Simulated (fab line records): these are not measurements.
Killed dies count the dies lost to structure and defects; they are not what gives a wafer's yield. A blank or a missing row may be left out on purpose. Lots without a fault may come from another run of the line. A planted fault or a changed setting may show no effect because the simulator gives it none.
fab line records ; flow nandHarc
[record] lots = 5; wafers = 15; lastDay = 33
route steps=1302 shown A_M1@1178 A_BONDPAD@1202 END@1302
lots that met no fault: from a run of the same line without faults
startH: hours from the record's first day to the start of the lot's first wafer shown ; waitH: how many hours have passed since the lot's step before this one ; " the same as in the row above ; L1.1+2: a single row standing in for several wafers ; - no value, or no start was given ; * or withheld: withheld ; < > ~ a bound
route shown NAME@n: a module of which the file shows steps, and the number in the route of the first ; usual: mean/standard deviation of fault-free wafers ; same: alike in all rows ; chamber/n: place in a boat ; sites: per-site readings ; _std_site: their standard deviation ; _edge_site: outer sites' mean less inner sites' ; radiusMm: for every site, how far away it sits from the centre of the wafer ; mask NAME#n: copy n ; behind: the most recent tool/chamber to have shaped the wafer ; hold: reason for holding the lot/hours on hold/outcome of the hold ; device: transistor that didn't switch, given as n, p or np ; end of line: the tests these same wafers got at the end of their route ; step lacking rows: just its recipe ; killed: dies lost to structure and defects at the first sort, not the wafer's yield ; map: a wafer's dies, marking killed ones x, the rest . and places with no die _
set.NAME: setting as actually run; set.NAME@STEP: the setting as run at that earlier step ; model.NAME: the simulator's own value behind a step, which no gauge read
certain route steps with their lots: each step a table, each wafer a row
services: the hour from which a tool's chamber was out of use, counted from the record's first day as startH (under 0 if before that day), plus the number of hours and why
[[steps]]
[step NHARC_A_M1_DEVELOP_08]
[recipe] developTimeS = 35; devTempC = 23
[step NHARC_A_M1_CD_MEAS_09]
[recipe] targetCdNm = 120; landingEnergyEv = 500
[usual] cdNm = 119.9/0.75
lot.wafer;tool;chamber;startH;waitH;cdNm
L998.3;cdSem-02;0;554.84;-;119.5
L998.5;cdSem-02;0;554.84;-;119.0
L998.6;cdSem-02;0;554.84;-;119.3
L999.1;cdSem-01;0;557.28;-;121.4
L999.3;cdSem-01;0;557.28;-;120.3
L999.4;cdSem-01;0;557.28;-;120.6
L103.2;cdSem-01;0;609.42;-;120.0
L103.3;cdSem-01;0;609.42;-;119.5
L103.6;cdSem-01;0;609.42;-;118.4
L114.1;cdSem-03;0;723.36;-;118.9
L114.3;cdSem-03;0;723.36;-;121.0
L114.4;cdSem-03;0;723.36;-;120.3
L118.1;cdSem-03;0;742.26;-;121.1
L118.5;cdSem-03;0;742.26;-;120.2
L118.6;cdSem-03;0;742.26;-;120.3
[step NHARC_A_M1_OVL_MEAS_10]
[recipe] pitchNm = 240
[usual] overlayXNm = 0.0/0.73; overlayYNm = 0.0/0.7
lot.wafer;tool;chamber;startH;waitH;overlayXNm;overlayYNm
L998.3;overlay-02;-;554.93;-;0.3;-0.2
L998.5;overlay-02;-;554.93;-;-0.3;-0.3
L998.6;overlay-02;-;554.93;-;0.3;-0.9
L999.1;overlay-01;-;557.37;-;-0.3;0.5
L999.3;overlay-01;-;557.37;-;-0.2;0.8
L999.4;overlay-01;-;557.37;-;-0.9;1.0
L103.2;overlay-02;-;609.50;-;0.6;0.7
L103.3;overlay-02;-;609.50;-;0.9;0.5
L103.6;overlay-02;-;609.50;-;0.7;0.4
L114.1;overlay-01;-;723.45;-;-0.4;0.7
L114.3;overlay-01;-;723.45;-;0.2;1.5
L114.4;overlay-01;-;723.45;-;-0.2;0.7
L118.1;overlay-01;-;742.36;-;1.9;-0.7
L118.5;overlay-01;-;742.36;-;1.5;-0.7
L118.6;overlay-01;-;742.36;-;1.5;-0.2
[step NHARC_A_M1_INSPECT_11]
[usual] rawDefectCount = 92/49
lot.wafer;tool;chamber;startH;waitH;rawDefectCount
L998.3;defectInspect-01;-;554.97;0.0;111
L998.5;defectInspect-01;-;554.97;0.0;106
L998.6;defectInspect-01;-;554.97;0.0;132
L999.1;defectInspect-01;-;557.41;0.0;157
L999.3;defectInspect-01;-;557.41;0.0;166
L999.4;defectInspect-01;-;557.41;0.0;152
L103.2;defectInspect-02;-;609.54;0.0;205
L103.3;defectInspect-02;-;609.54;0.0;153
L103.6;defectInspect-02;-;609.54;0.0;198
L114.1;defectInspect-02;-;723.49;0.0;153
L114.3;defectInspect-02;-;723.49;0.0;135
L114.4;defectInspect-02;-;723.49;0.0;167
L118.1;defectInspect-02;-;742.39;0.0;48
L118.5;defectInspect-02;-;742.39;0.0;42
L118.6;defectInspect-02;-;742.39;0.0;40
[step NHARC_A_M1_DESCUM_14]
[recipe] timeS = 3; o2FlowSccm = 200; arFlowSccm = 0; biasPowerW = 0; chemistry = O2
[step NHARC_A_M1_ETCH_35]
[recipe] targetDepthA = 400; overetchA = 120; timeS = 43.94; ionEnergyEv = 200; n2FlowSccm = 150; h2FlowSccm = 150; arFlowSccm = 0; rfW = 400; biasW = 150; chemistry = N2/H2
[step NHARC_A_M1_ETCH_15]
[recipe] targetDepthA = 1825; timeS = 91.2; c4f8FlowSccm = withheld; arFlowSccm = 400; rfW = 600; biasW = 300; chemistry = C4F8/Ar
[usual] oesProductAu = 0.942/0.022; rfVppV = 441.9/2.6
lot.wafer;tool;chamber;startH;waitH;oesProductAu;rfHoursCounterH;rfVppV
L998.3;rieDiel-01;3;-;-;0.940;3.5;440.8
L998.5;rieDiel-01;3;-;-;0.943;-;441.6
L998.6;rieDiel-01;0;-;-;0.931;-;446.3
L999.4;rieDiel-01;3;-;-;0.954;3.6;441.8
L999.3;rieDiel-01;0;-;-;0.932;4.2;444.3
L999.1;rieDiel-01;1;-;-;0.934;4.0;438.5
L103.3;rieDiel-01;2;-;-;0.965;1.3;438.3
L103.2;rieDiel-01;3;-;-;0.999;1.4;442.6
L103.6;rieDiel-01;1;-;-;0.947;-;439.7
L114.3;rieDiel-01;3;-;-;0.947;3.8;442.1
L114.4;rieDiel-01;1;-;-;0.918;3.3;441.0
L114.1;rieDiel-01;2;-;-;0.917;3.8;441.5
L118.1;rieDiel-04;1;-;-;0.927;1.3;444.2
L118.6;rieDiel-04;0;-;-;0.914;-;440.5
L118.5;rieDiel-04;1;-;-;0.935;-;444.5
[step NHARC_A_M1_CD_MEAS_16]
[usual] cdNm = 119.4/1
lot.wafer;tool;chamber;startH;waitH;cdNm
L998.3;cdSem-02;-;555.38;-;119.4
L998.5;cdSem-02;-;555.38;-;119.0
L998.6;cdSem-02;-;555.38;-;118.8
L999.1;cdSem-02;-;557.77;-;120.6
L999.3;cdSem-02;-;557.77;-;120.8
L999.4;cdSem-02;-;557.77;-;120.7
L103.2;cdSem-01;-;609.91;-;118.4
L103.3;cdSem-01;-;609.91;-;118.9
L103.6;cdSem-01;-;609.91;-;117.7
L114.1;cdSem-03;-;723.85;-;118.1
L114.3;cdSem-03;-;723.85;-;119.7
L114.4;cdSem-03;-;723.85;-;119.8
L118.1;cdSem-02;-;742.76;-;121.2
L118.5;cdSem-02;-;742.76;-;120.2
L118.6;cdSem-02;-;742.76;-;119.5
[step NHARC_A_M1_STRIP_18]
[recipe] powerW = 1000; n2FlowSccm = 150; h2FlowSccm = 150; arFlowSccm = 0; biasW = 0; chemistry = N2/H2
[step NHARC_A_M1_ETCH_28]
[recipe] targetDepthA = 300; overEtchFrac = 0.3; timeS = 72.99; ionEnergyEv = 150; cf4FlowSccm = 50; n2FlowSccm = 100; arFlowSccm = 150; rfW = 300; biasW = 100; chemistry = CF4/N2
[step NHARC_A_M1_STRIP_19]
[recipe] timeS = 600; tempC = 30; chemistry = postEtchResidueRemover
[step NHARC_A_M1_DEGAS_29]
[recipe] tempC = 250; timeS = 60
[step NHARC_A_M1_PRE_CLEAN_30]
[recipe] timeS = 30; tempC = 280; gas = H2/He
[usual] heaterPowerW = 427/47
lot.wafer;tool;chamber;startH;waitH;heaterPowerW
L998.3;pvdSputter-03;-;556.15;-;430
L998.6;pvdSputter-03;-;556.15;-;422
L998.5;pvdSputter-03;-;556.15;-;331
L999.1;pvdSputter-02;-;558.55;-;453
L999.3;pvdSputter-02;-;558.55;-;497
L999.4;pvdSputter-02;-;558.55;-;446
L103.2;pvdSputter-03;-;610.67;-;471
L103.3;pvdSputter-03;-;610.67;-;409
L103.6;pvdSputter-03;-;610.67;-;475
L114.4;pvdSputter-03;-;724.64;-;443
L114.3;pvdSputter-03;-;724.64;-;331
L114.1;pvdSputter-03;-;724.64;-;403
L118.1;pvdSputter-01;-;743.54;-;402
L118.6;pvdSputter-01;-;743.54;-;463
L118.5;pvdSputter-01;-;743.54;-;405
[step NHARC_A_M1_PVD_20]
[recipe] targetThkA = 50; biasV = 168.6; powerW = 15000; chamberPressurePa = 0.12; timeS = 8.06; substrateTempC = 50; material = TaN
[usual] throttleValvePct = 29.9/0.79
lot.wafer;tool;chamber;startH;waitH;throttleValvePct
L998.3;pvdSputter-03;-;-;-;29.6
L998.5;pvdSputter-03;-;-;-;31.2
L998.6;pvdSputter-03;-;-;-;29.3
L999.4;pvdSputter-02;-;-;-;29.0
L999.3;pvdSputter-02;-;-;-;31.1
L999.1;pvdSputter-02;-;-;-;30.6
L103.2;pvdSputter-03;-;-;-;29.6
L103.3;pvdSputter-03;-;-;-;31.2
L103.6;pvdSputter-03;-;-;-;29.6
L114.4;pvdSputter-03;-;-;-;30.5
L114.1;pvdSputter-03;-;-;-;31.2
L114.3;pvdSputter-03;-;-;-;30.0
L118.1;pvdSputter-01;-;-;-;30.2
L118.6;pvdSputter-01;-;-;-;30.3
L118.5;pvdSputter-01;-;-;-;29.0
[step NHARC_A_M1_PVD_21]
[recipe] targetThkA = 300; chamberPressurePa = 5; powerW = 5000; substrateTempC = 30; timeS = 20.49; material = Cu
[step NHARC_A_M1_ECD_22]
[recipe] targetThkA = 4000; bathTempC = 25; material = Cu
[step NHARC_A_M1_ANNEAL_31]
[recipe] tempC = 225; timeS = 90
[step NHARC_A_M1_CMP_23]
[recipe] tOverpolishS = 20; targetThkNm = 154.34
[step NHARC_A_M1_THK_MEAS_24]
[recipe] thkMeasGauge = xrf
[usual] thkNm = 154.6/1.8
lot.wafer;tool;chamber;startH;waitH;thkNm
L998.3;filmMetro-01;-;557.49;-;154.9
L998.5;filmMetro-01;-;557.49;-;156.6
L998.6;filmMetro-01;-;557.49;-;156.0
L999.1;filmMetro-01;-;559.89;-;153.2
L999.3;filmMetro-01;-;559.89;-;154.5
L999.4;filmMetro-01;-;559.89;-;151.0
L103.2;filmMetro-02;-;612.02;-;153.1
L103.3;filmMetro-02;-;612.02;-;154.5
L103.6;filmMetro-02;-;612.02;-;154.7
L114.1;filmMetro-01;-;726.37;-;156.3
L114.3;filmMetro-01;-;726.37;-;155.4
L114.4;filmMetro-01;-;726.37;-;155.4
L118.1;filmMetro-02;-;744.88;-;158.3
L118.5;filmMetro-02;-;744.88;-;156.1
L118.6;filmMetro-02;-;744.88;-;156.0
[step NHARC_A_M1_SRD_25]
[step NHARC_A_M1_PRE_CLEAN_32]
[recipe] timeS = 12; tempC = 370; rfPowerW = 300; gas = NH3
[step NHARC_A_M1_DEP_33]
[recipe] targetThkA = 300; tempC = 370; targetThkNm = 30; pressureTorr = 3; flowSccm = 200; rfW = 450; material = SiCN
[usual] heaterPowerW = 543/78
lot.wafer;tool;chamber;startH;waitH;heaterPowerW
L998.3;pecvd-01;2;557.79;0.1;668
L998.5;pecvd-01;0;557.79;0.1;583
L998.6;pecvd-01;1;557.79;0.1;627
L999.3;pecvd-04;1;560.19;0.1;587
L999.1;pecvd-04;0;560.19;0.1;674
L999.4;pecvd-04;2;560.19;0.1;555
L103.2;pecvd-03;0;612.32;0.1;561
L103.3;pecvd-03;1;612.32;0.1;456
L103.6;pecvd-03;0;612.32;0.1;545
L114.1;pecvd-03;0;726.71;0.1;629
L114.3;pecvd-03;1;726.71;0.1;511
L114.4;pecvd-03;2;726.71;0.1;426
L118.1;pecvd-03;2;745.27;0.1;388
L118.5;pecvd-03;0;745.27;0.1;623
L118.6;pecvd-03;1;745.27;0.1;520
[step NHARC_A_BONDPAD_DEP_00]
[recipe] targetThkA = 2500; tempC = 370; targetThkNm = 250; pressureTorr = 3; flowSccm = 200; rfW = 450; material = SiCN
[step NHARC_A_BONDPAD_CMP_29]
[recipe] targetThkNm = 200; material = SiCN
[usual] motorCurrentA = 11.9/1.2
lot.wafer;tool;chamber;startH;waitH;motorCurrentA
L998.3;cmp-04;0;558.92;-;10.7
L998.5;cmp-04;0;558.92;-;10.6
L998.6;cmp-04;1;558.92;-;12.8
L999.3;cmp-03;3;561.15;-;12.1
L999.4;cmp-03;0;561.15;-;11.5
L999.1;cmp-03;2;561.15;-;10.7
L103.3;cmp-04;0;613.31;-;11.0
L103.2;cmp-04;1;613.31;-;13.1
L103.6;cmp-04;3;613.31;-;13.6
L114.1;cmp-01;1;727.62;-;10.1
L114.4;cmp-01;3;727.62;-;13.0
L114.3;cmp-01;0;727.62;-;14.3
L118.1;cmp-01;1;746.17;-;9.7
L118.5;cmp-01;0;746.17;-;13.8
L118.6;cmp-01;1;746.17;-;10.2
[step NHARC_A_BONDPAD_THK_MEAS_30]
[recipe] thkMeasGauge = ellipsometry
[usual] thkNm = 199.9/1.9
lot.wafer;tool;chamber;startH;waitH;thkNm
L998.3;filmMetro-02;-;559.17;0.2;198.8
L998.5;filmMetro-02;-;559.17;0.2;196.2
L998.6;filmMetro-02;-;559.17;0.2;200.9
L999.1;filmMetro-02;-;561.40;0.2;201.1
L999.3;filmMetro-02;-;561.40;0.2;198.9
L999.4;filmMetro-02;-;561.40;0.2;199.7
L103.2;filmMetro-01;-;613.53;0.2;202.0
L103.3;filmMetro-01;-;613.53;0.2;198.9
L103.6;filmMetro-01;-;613.53;0.2;197.5
L114.1;filmMetro-02;-;727.88;0.2;201.9
L114.3;filmMetro-02;-;727.88;0.2;201.3
L114.4;filmMetro-02;-;727.88;0.2;200.2
L118.1;filmMetro-02;-;746.40;0.2;200.5
L118.5;filmMetro-02;-;746.40;0.2;201.4
L118.6;filmMetro-02;-;746.40;0.2;202.1
[step NHARC_A_BONDPAD_SRD_31]
[step NHARC_A_BONDPAD_DEHYDRATE_01]
[recipe] tempC = 150; timeS = 120
[step NHARC_A_BONDPAD_HMDS_02]
[recipe] timeS = 30
[step NHARC_A_BONDPAD_COAT_33]
[recipe] tempC = 200; timeS = 65
[step NHARC_A_BONDPAD_COAT_03]
[recipe] spinRpm = 2000; resistThkNm = 600
[step NHARC_A_BONDPAD_SOFTBAKE_04]
[recipe] tempC = 125; timeS = 70
[step NHARC_A_BONDPAD_EBR_05]
[step NHARC_A_BONDPAD_EXPOSE_06]
[recipe] na = 0.55; doseMj = 36.99; maskId = A_BPAD
[step NHARC_A_BONDPAD_PEB_07]
[recipe] pebTempC = 128; pebTimeS = 80
[step NHARC_A_BONDPAD_DEVELOP_08]
[recipe] timeS = 50; devTempC = 22
[step NHARC_A_BONDPAD_CD_MEAS_09]
[recipe] targetCdNm = 500; landingEnergyEv = 500
[usual] cdNm = 499.8/2.2
lot.wafer;tool;chamber;startH;waitH;cdNm
L998.3;cdSem-01;0;559.61;-;503.4
L998.5;cdSem-01;0;559.61;-;501.1
L998.6;cdSem-01;0;559.61;-;496.8
L999.1;cdSem-01;0;561.97;-;498.6
L999.3;cdSem-01;0;561.97;-;497.9
L999.4;cdSem-01;0;561.97;-;499.6
L103.2;cdSem-03;0;614.10;-;500.0
L103.3;cdSem-03;0;614.10;-;498.9
L103.6;cdSem-03;0;614.10;-;499.3
L114.1;cdSem-02;0;728.32;-;500.7
L114.3;cdSem-02;0;728.32;-;501.0
L114.4;cdSem-02;0;728.32;-;505.9
L118.1;cdSem-02;0;746.96;-;501.2
L118.5;cdSem-02;0;746.96;-;501.6
L118.6;cdSem-02;0;746.96;-;500.5
[step NHARC_A_BONDPAD_OVL_MEAS_35]
[usual] overlayXNm = -2/6.1; overlayYNm = 0/4.6
lot.wafer;tool;chamber;startH;waitH;overlayXNm;overlayYNm
L998.3;overlay-02;-;559.70;-;-5;-13
L998.5;overlay-02;-;559.70;-;-5;-13
L998.6;overlay-02;-;559.70;-;-5;-13
L999.1;overlay-02;-;562.06;-;8;2
L999.3;overlay-02;-;562.06;-;8;2
L999.4;overlay-02;-;562.06;-;7;1
L103.2;overlay-02;-;614.18;-;4;0
L103.3;overlay-02;-;614.18;-;3;0
L103.6;overlay-02;-;614.18;-;4;0
L114.1;overlay-01;-;728.41;-;-11;-4
L114.3;overlay-01;-;728.41;-;-12;-4
L114.4;overlay-01;-;728.41;-;-11;-4
L118.1;overlay-02;-;747.05;-;-3;-3
L118.5;overlay-02;-;747.05;-;-3;-3
L118.6;overlay-02;-;747.05;-;-3;-3
[step NHARC_A_BONDPAD_HARDBAKE_10]
[recipe] tempC = 118; timeS = 65
[step NHARC_A_BONDPAD_DESCUM_11]
[recipe] timeS = 3; o2FlowSccm = 200; arFlowSccm = 0; biasPowerW = 0; chemistry = O2
[step NHARC_A_BONDPAD_ETCH_34]
[recipe] targetDepthA = 600; overetchA = 180; timeS = 65.91; ionEnergyEv = 200; n2FlowSccm = 150; h2FlowSccm = 150; arFlowSccm = 0; rfW = 400; biasW = 150; chemistry = N2/H2
[usual] drypumpMotorCurrentA = 5.7/0.41; n2FlowSccm = 150.0/0.46; oesProductAu = 1.004/0.014; rfVppV = 430.2/1.9; showerheadPlenumPTorr = 2.03/0.063; throttleValvePct = 14.172/0.0098
lot.wafer;tool;chamber;startH;waitH;drypumpMotorCurrentA;n2FlowSccm;oesProductAu;rfHoursCounterH;rfVppV;showerheadPlenumPTorr;throttleValvePct
L998.3;rieDiel-06;3;559.92;0.1;5.0;151.0;1.018;2;427.6;1.95;14.179
L998.5;rieDiel-06;3;559.92;0.1;5.0;150.7;1.023;-;429.0;1.95;14.159
L998.6;rieDiel-06;0;559.92;0.1;5.9;149.8;0.996;-;428.0;1.99;14.170
L999.1;rieDiel-06;3;562.27;0.1;5.0;150.5;1.007;2;427.9;1.95;14.170
L999.4;rieDiel-06;0;562.27;0.1;5.9;149.7;0.993;1;427.7;1.99;14.164
L999.3;rieDiel-06;2;562.27;0.1;6.1;150.3;0.965;2;430.6;2.03;14.180
L103.3;rieDiel-02;1;614.40;0.1;5.2;149.9;1.007;7;429.6;2.03;14.165
L103.2;rieDiel-02;3;614.40;0.1;5.5;150.5;0.993;8;433.0;2.14;14.166
L103.6;rieDiel-02;0;614.40;0.1;5.5;150.3;0.976;-;433.3;2.10;14.164
L114.3;rieDiel-06;3;728.67;0.1;5.0;149.5;1.021;2;428.6;1.95;14.181
L114.1;rieDiel-06;1;728.67;0.1;5.8;150.2;1.014;2;431.1;2.08;14.171
L114.4;rieDiel-06;2;728.67;0.1;6.2;149.3;1.006;2;430.8;2.03;14.165
L118.1;rieDiel-06;3;747.29;0.1;5.0;150.9;1.013;2;428.0;1.95;14.195
L118.6;rieDiel-06;3;747.29;0.1;5.0;150.9;1.018;-;427.8;1.95;14.175
L118.5;rieDiel-06;0;747.29;0.1;5.9;150.8;1.009;-;429.3;1.99;14.169
[step NHARC_END_SORT_01]
[recipe] tempC = 25
[usual] defectLimitedYield = 90/4.1; killedAtArray = 63/27; killedAtOther = 0.7/1.2; killedAtPeriphery = 3.1/2; killedDies = 67/28; killedOpen = 3.0/1.9; killedShort = 2.2/1.5
[same] grossDies = 677
lot.wafer;tool;chamber;startH;waitH;defectLimitedYield[%];killedAtArray;killedAtOther;killedAtPeriphery;killedDies;killedOpen;killedShort
L998.3;prober-02;0;591.38;3.1;89;73;0;4;77;5;0
L998.5;prober-02;0;592.97;3.7;87;80;1;4;85;4;3
L998.6;prober-02;0;593.77;4.0;87;86;0;1;87;3;0
L103.2;prober-02;0;645.13;2.8;79;132;1;6;139;5;3
L103.3;prober-02;0;645.92;3.1;85;98;1;2;101;1;1
L103.6;prober-02;0;648.28;3.9;81;126;0;3;129;2;4
L114.1;prober-02;0;771.54;2.5;73;181;0;1;182;2;2
L114.3;prober-02;0;773.14;3.1;88;80;1;2;83;3;3
L114.4;prober-02;0;773.94;3.4;86;94;0;1;95;4;4
// killed by level:class
L998.3 A_CHANNEL_HOLE_D1:chamberFilmFlake=35 A_SLIT:chamberFilmFlake=24 A_CHANNEL_HOLE_D2:chamberFilmFlake=6 A_STAIRCASE:chamberFilmFlake=3 P_M2:chamberFilmFlake=2 A_ONON_D1:geometricParticle:open=1 A_ONON_D2:geometricParticle:open=1 A_CHANNEL_FILL_D2:geometricParticle:open=1
L998.5 A_CHANNEL_HOLE_D1:chamberFilmFlake=35 A_SLIT:chamberFilmFlake=31 A_CHANNEL_HOLE_D2:chamberFilmFlake=5 A_DECK1_JOINT:geometricParticle:short=2 A_STAIRCASE:chamberFilmFlake=2 P_STI:geometricParticle:short=1 P_CONTACT:geometricParticle:open=1 A_DECK1_JOINT:geometricParticle:open=1
L998.6 A_SLIT:chamberFilmFlake=32 A_CHANNEL_HOLE_D1:chamberFilmFlake=30 A_CHANNEL_HOLE_D2:chamberFilmFlake=9 A_STAIRCASE:chamberFilmFlake=4 A_CONTACT:chamberFilmFlake=4 A_ZERO_WELL:chamberFilmFlake=2 A_DECK1_JOINT:chamberFilmFlake=2 A_ONON_D1:geometricParticle:open=1
L103.2 A_SLIT:chamberFilmFlake=38 A_CHANNEL_HOLE_D2:chamberFilmFlake=34 A_CHANNEL_HOLE_D1:chamberFilmFlake=33 A_STAIRCASE:chamberFilmFlake=11 A_CONTACT:chamberFilmFlake=8 A_DECK1_JOINT:geometricParticle:open=2 P_ZERO_WELL:chamberFilmFlake=2 P_STI:geometricParticle:short=1
L103.3 A_SLIT:chamberFilmFlake=35 A_CHANNEL_HOLE_D1:chamberFilmFlake=23 A_CHANNEL_HOLE_D2:chamberFilmFlake=15 A_CONTACT:chamberFilmFlake=11 A_STAIRCASE:chamberFilmFlake=9 A_ONON_D2:geometricParticle:short=1 A_CHANNEL_HOLE_D2:geometricParticle:open=1 P_ZERO_WELL:chamberFilmFlake=1
L103.6 A_CHANNEL_HOLE_D1:chamberFilmFlake=37 A_SLIT:chamberFilmFlake=37 A_CHANNEL_HOLE_D2:chamberFilmFlake=32 A_STAIRCASE:chamberFilmFlake=7 A_CONTACT:chamberFilmFlake=5 A_M0:chamberFilmFlake=2 P_GATE:geometricParticle:short=1 P_M0:geometricParticle:open=1
L114.1 A_M1:unspecified=89 A_CHANNEL_HOLE_D1:chamberFilmFlake=36 A_SLIT:chamberFilmFlake=28 A_CHANNEL_HOLE_D2:chamberFilmFlake=19 A_CONTACT:chamberFilmFlake=5 P_CONTACT:geometricParticle:short=1 A_DECK1_JOINT:geometricParticle:short=1 A_CONTACT:geometricParticle:open=1
L114.3 A_CHANNEL_HOLE_D1:chamberFilmFlake=28 A_SLIT:chamberFilmFlake=24 A_CHANNEL_HOLE_D2:chamberFilmFlake=13 A_CONTACT:chamberFilmFlake=5 A_ZERO_WELL:chamberFilmFlake=4 P_CONTACT:geometricParticle:open=1 P_M0:geometricParticle:open=1 A_CHANNEL_HOLE_D1:geometricParticle:short=1
L114.4 A_CHANNEL_HOLE_D1:chamberFilmFlake=34 A_SLIT:chamberFilmFlake=28 A_CHANNEL_HOLE_D2:chamberFilmFlake=17 A_CONTACT:chamberFilmFlake=5 A_WL_FILL:geometricParticle:short=2 A_CHANNEL_HOLE_D1:geometricParticle:short=1 A_CHANNEL_FILL_D1:geometricParticle:open=1 A_DECK1_JOINT:geometricParticle:short=1
// map L114.1 (x killed, . not)
____________x____________
_________.x.xx.._________
_______...xx.xx..._______
______....xxxxx....______
_____....xxxxxx....._____
____.....xxxxxxx.....____
____......xxxx.......____
___.......x.xx........___
___.....x...x.x.......___
__........xxx.xx.......__
__........x..xx........__
_..........xxx.........._
_.........xxxx.........._
_...x.x...xxx.x........._
_........x.xxx.........._
_x....xxxxxxxxxx.......x_
...xx.x..xxxxxx..........
...xxxxxxxxxxxxx.........
.xxxxxxxx..x.xx..........
x.xxxxxxxx...x...........
.xxxxxxxxxx...x..........
_xxxxxxxxxx..xx........._
_.xxxxxxxx..x..........._
_.xxxxxxxx.............._
_.xxxxxxxx.............._
_.xxxxxx................_
__..xxxx..x.....x......__
__.xxx.................__
___..x................___
___x..................___
____.................____
____.................____
_____..............._____
______.............______
_______......x...._______
_________......._________
____________.____________
// map L103.2 (x killed, . not)
____________x____________
_________xxx.x.._________
_______...xxxxx..._______
______....xxxx.x..x______
_____....xxxxxxx...._____
____......x.xxx....x.____
____......x.x..x.....____
___......x..xx........___
___.x....x...x........___
__.......x.............__
__..........x.x........__
_..........xxxx........._
_.....x...x.xxx..x......_
_.........xxxx.........._
_.........xxxxxx........_
_........xx.xx.x........_
..........xxxxx..........
..........xxxx...x.......
........x..x...........x.
..............x........x.
....x....................
_.............xxxx......_
_......................._
_............x.xx....x.._
_..x..x....x.xxx...x.x.._
_....x......xxxxx...x..._
__..x.....xxxxxxxx.....__
__...........xxx.......__
___.........xxxxx.x.x.___
___........xx.x.......___
____.........xxx.....____
____..x..x.....x..x..____
_____..............._____
______...x.........______
_______.......x.xx_______
_________...x.x._________
____________.____________
[[services]]
tool;chamber;startH;hours;kind
pecvd-03;-;547.50;13.0;pm
rieDiel-01;1;549.92;6.3;repair
rieDiel-01;-;557.80;9.0;pm
cmp-01;-;561.35;0.3;repair
rieDiel-01;1;569.85;12.2;repair
pvdSputter-03;-;570.01;1.0;repair
cmp-01;-;577.81;4.0;pm
pvdSputter-01;-;582.00;10.0;pm
pecvd-03;2;596.29;3.0;repair
cmp-04;-;601.00;4.0;pm
cmp-01;-;613.43;0.4;repair
cmp-04;-;621.56;0.6;repair
rieDiel-06;1;625.86;1.4;repair
pecvd-03;-;640.59;1.1;repair
rieDiel-06;1;646.98;9.3;repair
rieDiel-06;-;661.20;9.0;pm
pvdSputter-03;-;680.47;1.1;repair
rieDiel-06;0;686.48;2.4;repair
rieDiel-06;3;700.86;6.8;repair
pvdSputter-03;-;704.00;10.0;pm
pvdSputter-03;-;725.80;8.4;repair
pecvd-03;-;728.50;13.0;pm
rieDiel-01;-;734.80;9.0;pm
rieDiel-06;2;738.01;10.7;repair
[[key]]
[firstSign] step = NHARC_END_SORT_01; reading = killedAtArray; direction = up; sigmas = 4.3; usual = 63; struck = 181
[effect] step = NHARC_END_SORT_01; reading = killedDies; direction = up; sigmas = 4.2; usual = 67; struck = 182
[moreKillsBornAt] NHARC_A_M1_PRE_CLEAN_30@pvdSputter-03 = 89
metAt NHARC_A_M1_PRE_CLEAN_30
struckWafers L114.1
onsetBetween 610.67 724.64
[fault] kind = chamberParticleSource; tool = pvdSputter-03; chamber = -; onsetH = 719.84; steps = NHARC_A_M1_PRE_CLEAN_30; ratePerVisitCm2 = 0.82795; endH = 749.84; scope = struckWafersOnly
